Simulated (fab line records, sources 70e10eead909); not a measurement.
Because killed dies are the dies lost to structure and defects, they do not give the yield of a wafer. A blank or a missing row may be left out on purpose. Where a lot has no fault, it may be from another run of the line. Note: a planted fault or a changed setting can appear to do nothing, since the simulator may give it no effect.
Chamber matching -- flow nand-harc -- pecvd-03 running NHARC_A_STAIRCASE_DEP_325: 3 sister chambers
The step deposits SiO2, target thk 3800 nm. 6 wafers are shown with their chamber, then 9 later ones without.

== WAFERS WITH THEIR CHAMBER ==
wafer,chamber,heater-power-w (W)
L080.2,0,623
L084.1,1,746
L084.6,0,530
L087.1,2,808
L087.4,2,738
L087.6,1,615

== WAFERS WHOSE CHAMBER IS MISSING ==
wafer,heater-power-w (W)
L091.1,884
L091.3,734
L091.6,602
L095.1,853
L095.5,614
L095.6,536
L096.3,748
L096.4,616
L096.6,547

== THE CHAMBER EACH PASSED THROUGH ==
wafer,from the rows above,in truth
L091.1,can't be placed: 2 or 1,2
L091.3,can't be placed: 2 or 1 or 0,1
L091.6,can't be placed: 0 or 1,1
L095.1,can't be placed: 2 or 1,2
L095.5,can't be placed: 0 or 1 or 2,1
L095.6,can't be placed: 0 or 1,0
L096.3,can't be placed: 2 or 1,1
L096.4,can't be placed: 0 or 1 or 2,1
L096.6,can't be placed: 0 or 1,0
Correct placement for 0 of the 9. Cannot be placed on the basis of these rows: 9; the candidates contain the true chamber in 9. Placed wrongly: 0.
How it was worked out, from the rows above alone: a wafer's distance from a chamber is the root of the sum, over the readings, of the square of ((its reading less the chamber's mean) divided by the reading's scatter). The wafer belongs to the nearest chamber; if the next one is less than 2 further off, it can't be placed. A chamber's mean is the mean of its shown wafers. How the scatter is found: for the shown wafers, subtract from each reading the mean of its chamber, square and add these, divide the total by (wafers less chambers), then take the root.
